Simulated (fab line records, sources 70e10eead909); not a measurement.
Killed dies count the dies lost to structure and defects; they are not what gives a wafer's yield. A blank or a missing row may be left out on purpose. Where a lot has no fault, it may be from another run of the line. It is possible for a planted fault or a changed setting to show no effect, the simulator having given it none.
fab line records	flow nand-harc	part 2 of 2: steps 5 to 6 of 6
[record] lots = 22	wafers = 66	last-day = 33
route steps=1302 shown A_STAIRCASE@856 A_SGD_CUT@907 A_SLIT@924 A_WL_FILL@953
lots with no fault: from the same line, run without faults
start-h: hours from the record's first day to the start of the lot's first wafer shown	wait-h: time in hours since the lot's previous step	" repeats the value in the row above	L1.1+2: several wafers, shown together as one row	- value missing, or start not given	* or withheld: withheld	< > ~ a bound
route shown NAME@n: NAME is a module with steps in the file, n the number in the route of the first one	usual: mean/standard deviation taken from wafers without a fault	same: alike in all rows	chamber/n: place in a boat	sites: per-site readings	_std_site: their standard deviation	_edge_site: inner sites' mean taken away from outer sites' mean	radius-mm: for every site, how far away it sits from the centre of the wafer	mask NAME#n: copy n	behind: tool/chamber where the wafer was last shaped	hold: the reason the lot was held/the length of the hold in hours/how it ended	device: transistor that didn't switch, given as n, p or np	end of line: tests run on the same wafers once the route is complete	step lacking rows: just its recipe	killed: not the wafer's yield, but the dies lost to structure and defects at the first sort	map: a wafer's dies, marking killed ones x, the rest . and places with no die _
set.NAME: the setting that was run; set.NAME@STEP: the one run at that earlier step	model.NAME: the simulator's own value behind a step, which no gauge read
route steps across a sampled set of lots; one table per step, one row per wafer
services: from which hour (start-h, from the record's first day; less than 0 if before it) a tool's chamber was out of use, for how many hours, and why
[[steps]]
[step NHARC_A_SLIT_ETCH_24]
[recipe] target-depth-a = 1210	time-s = 60.5	cf4-flow-sccm = 100	chf3-flow-sccm = 30	ar-flow-sccm = 0	rf-w = 500	bias-w = 200	chemistry = CF4/CHF3
[usual] chamber-pressure-mTorr = 25.005/0.023	drypump-motor-current-A = 5.8/0.54	oes-product-au = 0.960/0.014	rf-vpp-V = 370.4/2	showerhead-plenum-p-Torr = 1.57/0.056	throttle-valve-pct = 16.802/0.0086
lot.wafer	tool	chamber	start-h	wait-h	chamber-pressure-mTorr	drypump-motor-current-A	oes-product-au	rf-hours-counter-h	rf-vpp-V	showerhead-plenum-p-Torr	throttle-valve-pct
L075.1	rie-diel-02	1	445.26	0.1	25.014	4.9	0.953	0.7	369.8	1.53	16.802
L075.6	"	0	"	"	25.019	6.6	0.933	-	368.7	1.51	16.810
L075.5	"	1	"	"	24.997	4.9	0.951	-	369.7	1.53	16.801
L076.2	rie-diel-13	0	461.81	0.1	24.987	6.1	0.982	6.8	369.0	1.53	16.796
L076.3	"	1	"	"	25.000	5.5	0.955	5.9	372.9	1.63	16.816
L076.4	"	2	"	"	25.030	5.5	0.960	5.6	372.4	1.64	16.795
L077.2	rie-diel-13	0	494.03	0.1	25.002	6.2	0.992	7.9	369.0	1.53	16.815
L077.6	"	1	"	"	24.990	5.5	0.939	-	370.5	1.63	16.791
L077.5	"	2	"	"	25.017	5.5	0.945	-	372.8	1.64	16.818
L078.1	rie-diel-02	3	494.73	0.1	24.990	5.5	0.960	3.4	367.8	1.50	16.810
L078.3	"	0	"	"	24.949	6.6	0.944	7.1	369.7	1.51	16.814
L078.5	"	3	"	"	25.000	5.5	0.962	-	366.9	1.50	16.812
L079.3	rie-diel-02	1	503.39	0.1	25.001	4.9	0.954	8.2	368.4	1.53	16.801
L079.5	"	0	"	"	25.013	6.6	0.914	-	369.7	1.51	16.812
L079.6	"	1	"	"	25.025	4.9	0.939	-	368.3	1.53	16.801
L081.2	rie-diel-09	0	522.03	0.1	25.019	6.3	0.981	1.3	367.1	1.51	16.796
L081.1	"	1	"	"	24.970	6.2	0.971	1.4	372.3	1.61	16.813
L081.3	"	2	"	"	25.025	6.1	0.962	1.3	371.7	1.59	16.814
L080.5	rie-diel-13	0	534.99	0.1	24.996	6.1	0.951	-	369.2	1.53	16.798
L080.6	"	2	"	"	24.975	5.5	0.956	-	372.8	1.63	16.800
L080.4	"	3	"	"	24.987	5.1	0.964	-	371.3	1.62	16.798
L082.4	rie-diel-09	1	535.10	0.1	25.027	6.2	0.966	2.0	371.2	1.61	16.797
L082.3	"	3	"	"	25.009	6.3	0.982	2.3	369.7	1.52	16.826
L082.5	"	1	"	"	25.039	6.2	0.970	-	371.7	1.62	16.799
L083.1	rie-diel-09	1	540.29	0.1	24.998	6.2	0.967	3.1	370.5	1.61	16.797
L083.4	"	0	"	"	24.970	6.4	0.970	3.4	367.7	1.51	16.805
L083.6	"	2	"	"	25.007	6.1	0.977	-	372.0	1.59	16.800
L084.2	rie-diel-13	0	550.65	0.1	25.005	6.1	0.952	2.3	369.1	1.53	16.799
L084.3	"	1	"	"	24.989	5.5	0.961	1.2	372.7	1.63	16.786
L084.6	"	0	"	"	24.999	6.1	0.957	-	369.3	1.53	16.814
L086.1	rie-diel-09	2	563.45	0.1	25.001	6.1	0.964	3.9	370.7	1.59	16.786
L086.4	"	0	"	"	25.012	6.4	0.946	4.2	370.3	1.51	16.824
L086.6	"	1	"	"	24.990	6.2	0.955	-	371.0	1.61	16.803
L085.4	rie-diel-09	1	570.94	0.1	25.060	6.2	0.967	5.4	372.4	1.61	16.804
L085.2	"	2	"	"	25.004	6.1	0.951	5.4	370.5	1.59	16.798
L085.3	"	3	"	"	24.974	6.2	0.979	5.4	368.7	1.52	16.803
L089.3	rie-diel-02	3	607.67	0.1	24.984	5.5	0.962	0.4	367.9	1.50	16.796
L089.4	"	0	"	"	24.987	6.5	0.950	0.4	368.0	1.51	16.806
L089.5	"	2	"	"	24.999	6.2	0.973	-	373.9	1.67	16.807
L090.1	rie-diel-13	0	608.06	0.1	24.992	6.2	0.975	4.4	369.9	1.53	16.795
L090.3	"	2	"	"	25.040	5.5	0.957	4.9	372.6	1.63	16.800
L090.6	"	0	"	"	24.971	6.1	0.970	-	369.2	1.53	16.816
L091.1	rie-diel-09	3	608.25	0.1	24.957	6.3	0.955	6.5	368.0	1.52	16.789
L091.3	"	0	"	"	25.010	6.4	0.978	6.6	368.1	1.50	16.799
L091.4	"	1	"	"	25.019	6.2	0.970	7.0	371.7	1.61	16.812
L088.2	rie-diel-09	1	611.39	0.1	25.032	6.2	0.972	7.9	373.6	1.61	16.803
L088.3	"	2	"	"	25.014	6.1	0.971	7.4	370.8	1.59	16.799
L088.5	"	0	"	"	25.040	6.3	0.962	-	369.4	1.50	16.804
L094.1	rie-diel-02	0	638.89	0.1	25.027	6.6	0.965	2.8	367.1	1.51	16.814
L094.4	"	1	"	"	24.973	4.9	0.947	2.2	369.1	1.53	16.802
L094.5	"	3	"	"	25.026	5.5	0.974	-	368.3	1.50	16.812
L092.2	rie-diel-13	3	639.04	0.1	25.017	5.1	0.955	5.8	373.5	1.62	16.806
L092.1	"	0	"	"	24.978	6.1	0.956	5.6	371.1	1.53	16.802
L092.5	"	3	"	"	25.028	5.1	0.965	-	372.2	1.62	16.779
L093.3	rie-diel-13	0	662.52	0.1	24.945	6.2	0.972	6.8	368.8	1.53	16.798
L093.6	"	1	"	"	25.004	5.5	0.940	-	372.5	1.63	16.798
L093.5	"	2	"	"	25.036	5.5	0.946	-	371.4	1.63	16.794
L095.2	rie-diel-02	3	671.30	0.1	25.012	5.5	0.981	4.1	368.2	1.50	16.800
L095.5	"	2	"	"	24.995	6.2	0.951	-	373.5	1.67	16.795
L095.6	"	3	"	"	24.965	5.5	0.987	-	368.4	1.50	16.807
L096.1	rie-diel-13	1	673.19	0.1	25.030	5.5	0.967	7.7	372.6	1.63	16.804
L096.6	"	0	"	"	24.982	6.2	0.973	-	369.3	1.53	16.811
L096.5	"	1	"	"	24.983	5.5	0.962	-	372.5	1.63	16.807
L097.1	rie-diel-13	1	680.96	0.1	25.015	5.4	0.957	9.0	373.4	1.63	16.800
L097.4	"	2	"	"	25.012	5.5	0.953	10.0	373.1	1.63	16.802
L097.5	"	0	"	"	24.995	6.1	0.982	-	369.1	1.53	16.787
[step NHARC_A_WL_FILL_RTA_01]
[recipe] temp-c = 1000	time-s = 5
[usual] lamp-power-pct = 31/3.4	wafer_temp_C_max = 1004.9/2
lot.wafer	tool	chamber	start-h	wait-h	lamp-power-pct	wafer_temp_C_max
L075.1	rtp-anneal-01	0	458.98	-	33	1003.0
L075.5	"	0	"	"	33	1003.6
L075.6	"	0	"	"	33	1004.2
L076.2	rtp-anneal-02	0	476.04	-	26	1006.4
L076.3	"	0	"	"	26	1007.9
L076.4	"	0	"	"	26	1005.6
L078.1	rtp-anneal-01	0	507.22	-	33	1004.0
L078.3	"	0	"	"	33	1004.8
L078.5	"	0	"	"	33	1003.2
L077.2	rtp-anneal-01	0	507.42	-	33	1005.7
L077.5	"	0	"	"	33	1002.3
L077.6	"	0	"	"	33	1003.1
L079.3	rtp-anneal-01	0	517.76	-	33	1004.0
L079.5	"	0	"	"	33	1004.5
L079.6	"	0	"	"	33	1003.9
L081.1	rtp-anneal-01	0	535.28	-	33	1005.0
L081.2	"	0	"	"	33	1004.6
L081.3	"	0	"	"	33	1003.8
L082.3	rtp-anneal-01	0	548.30	-	33	1004.7
L082.4	"	0	"	"	33	1003.7
L082.5	"	0	"	"	33	1003.7
L080.4	rtp-anneal-01	0	552.08	-	33	1004.9
L080.5	"	0	"	"	33	1004.1
L080.6	"	0	"	"	33	1002.8
L083.1	rtp-anneal-02	0	556.84	-	26	1007.0
L083.4	"	0	"	"	26	1007.9
L083.6	"	0	"	"	26	1007.5
L084.2	rtp-anneal-01	0	564.04	-	33	1004.3
L084.3	"	0	"	"	33	1003.8
L084.6	"	0	"	"	33	1002.9
L086.1	rtp-anneal-02	0	576.20	-	26	1008.0
L086.4	"	0	"	"	26	1007.0
L086.6	"	0	"	"	26	1007.0
L085.2	rtp-anneal-01	0	584.22	-	33	1003.7
L085.3	"	0	"	"	33	1004.4
L085.4	"	0	"	"	33	1004.4
L089.3	rtp-anneal-01	0	620.87	-	33	1003.5
L089.4	"	0	"	"	33	1004.1
L089.5	"	0	"	"	33	1003.4
L090.1	rtp-anneal-02	0	620.94	-	26	1008.4
L090.3	"	0	"	"	26	1007.7
L090.6	"	0	"	"	26	1006.9
L088.2	rtp-anneal-01	0	625.86	-	33	1003.1
L088.3	"	0	"	"	33	1002.9
L088.5	"	0	"	"	33	1003.5
L091.1	rtp-anneal-02	0	626.00	-	26	1008.9
L091.3	"	0	"	"	26	1009.7
L091.4	"	0	"	"	26	1008.7
L094.1	rtp-anneal-01	0	652.37	-	33	1004.8
L094.4	"	0	"	"	33	1002.6
L094.5	"	0	"	"	33	1003.7
L092.1	rtp-anneal-01	0	652.54	-	33	1003.1
L092.2	"	0	"	"	33	1003.6
L092.5	"	0	"	"	33	1003.7
L093.3	rtp-anneal-01	0	676.58	-	33	1002.6
L093.5	"	0	"	"	33	1003.7
L093.6	"	0	"	"	33	1003.7
L095.2	rtp-anneal-01	0	684.40	-	33	1005.0
L095.5	"	0	"	"	33	1003.5
L095.6	"	0	"	"	33	1005.3
L096.1	rtp-anneal-01	0	686.35	-	34	1002.4
L096.5	"	0	"	"	33	1003.3
L096.6	"	0	"	"	33	1004.0
L097.1	rtp-anneal-02	0	694.17	-	26	1006.9
L097.4	"	0	"	"	26	1007.1
L097.5	"	0	"	"	26	1006.9
[[services]]
tool	chamber	start-h	hours	kind
rie-diel-06	-	392.01	0.7	repair
rie-diel-06	2	404.41	4.6	repair
rie-diel-10	3	407.62	7.8	repair
pecvd-03	-	419.24	0.4	repair
rie-diel-10	-	419.51	9.0	pm
pecvd-01	0	435.80	5.0	repair
rie-diel-06	1	451.69	8.4	repair
pecvd-01	-	453.75	2.0	repair
rie-diel-08	2	473.66	3.7	repair
rie-diel-10	-	506.45	0.1	repair
pecvd-03	-	510.30	13.2	repair
rie-diel-08	-	531.31	2.4	repair
rie-diel-10	3	534.67	4.1	repair
rie-diel-10	2	538.61	5.5	repair
rie-diel-08	-	544.80	9.0	pm
pecvd-03	-	547.56	13.0	pm
rie-diel-10	1	562.81	3.9	repair
rie-diel-08	3	568.21	3.0	repair
rie-diel-10	-	582.01	0.2	repair
rie-diel-10	1	583.64	6.0	repair
rie-diel-10	-	596.51	9.0	pm
pecvd-03	2	598.88	3.7	repair
rie-diel-08	3	642.71	3.4	repair
rie-diel-08	1	669.26	6.4	repair
